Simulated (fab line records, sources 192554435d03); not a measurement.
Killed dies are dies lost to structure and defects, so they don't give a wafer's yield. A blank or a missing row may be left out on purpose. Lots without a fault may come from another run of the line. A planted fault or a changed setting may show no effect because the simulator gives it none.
Chamber matching | flow n5_finfet | N5_BEOL_M8_PECVD_70 on pecvd-04: 3 sister chambers
The step deposits SiO2 from TEOS/O2, target thk 20 nm, time 22.7 s. 14 wafers are shown with their chamber, then 7 later ones without.

WAFERS WITH THEIR CHAMBER
wafer  | chamber | showerhead_plenum_p_Torr (Torr) | throttle_valve_pct (%) | heater_power_w (W)
L294.3 | 1       | 8.80                            | 22.9                   | 764
L294.4 | 1       | 8.81                            | 22.9                   | 793
L294.5 | 2       | 8.73                            | 22.1                   | 771
L295.2 | 1       | 8.81                            | 22.7                   | 893
L295.4 | 1       | 8.78                            | 22.8                   | 893
L295.6 | 0       | 8.79                            | 22.6                   | 611
L300.1 | 2       | 8.73                            | 21.9                   | 778
L300.2 | 1       | 8.80                            | 22.9                   | 921
L300.5 | 1       | 8.76                            | 22.7                   | 887
L308.3 | 0       | 8.78                            | 22.3                   | 684
L308.5 | 0       | 8.77                            | 22.5                   | 684
L308.6 | 1       | 8.77                            | 22.8                   | 912
L309.2 | 0       | 8.78                            | 22.3                   | 601
L309.4 | 1       | 8.81                            | 23.0                   | 854

SIGNATURES (means of the wafers above)
reading                  | chamber 0 | chamber 1 | chamber 2 | scatter within a chamber
showerhead_plenum_p_Torr | 8.7800    | 8.7925    | 8.7300    | 0.0164
throttle_valve_pct       | 22.425    | 22.837    | 22.000    | 0.123
heater_power_w           | 645.00    | 864.62    | 774.50    | 51.4
Rule: a wafer's distance from a chamber is the root of the sum, over the readings, of the square of ((its reading less the chamber's mean) divided by the reading's scatter). The wafer belongs to the nearest chamber; if the next one is less than 2 further off, it can't be placed. The scatter: the root of (the sum of the squares of (reading less its chamber's mean) over the shown wafers, divided by (wafers less chambers)).

WAFERS WITHOUT THEIR CHAMBER
wafer  | showerhead_plenum_p_Torr (Torr) | throttle_valve_pct (%) | heater_power_w (W)
L309.5 | 8.75                            | 22.2                   | 770
L313.3 | 8.80                            | 23.0                   | 912
L313.5 | 8.78                            | 23.2                   | 936
L313.6 | 8.74                            | 22.4                   | 742
L314.1 | 8.76                            | 22.1                   | 709
L314.2 | 8.77                            | 22.4                   | 643
L314.6 | 8.79                            | 22.8                   | 819

WHICH CHAMBER EACH WENT THROUGH
wafer  | from the rows above     | in truth
L309.5 | can't be placed: 2 or 0 | 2
L313.3 | 1                       | 1
L313.5 | 1                       | 1
L313.6 | can't be placed: 0 or 2 | 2
L314.1 | can't be placed: 2 or 0 | 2
L314.2 | 0                       | 0
L314.6 | 1                       | 1
Placed correctly: 4 of 7. Can't be placed from these rows: 3 (the true chamber is among the candidates in 3). Placed wrongly: 0.
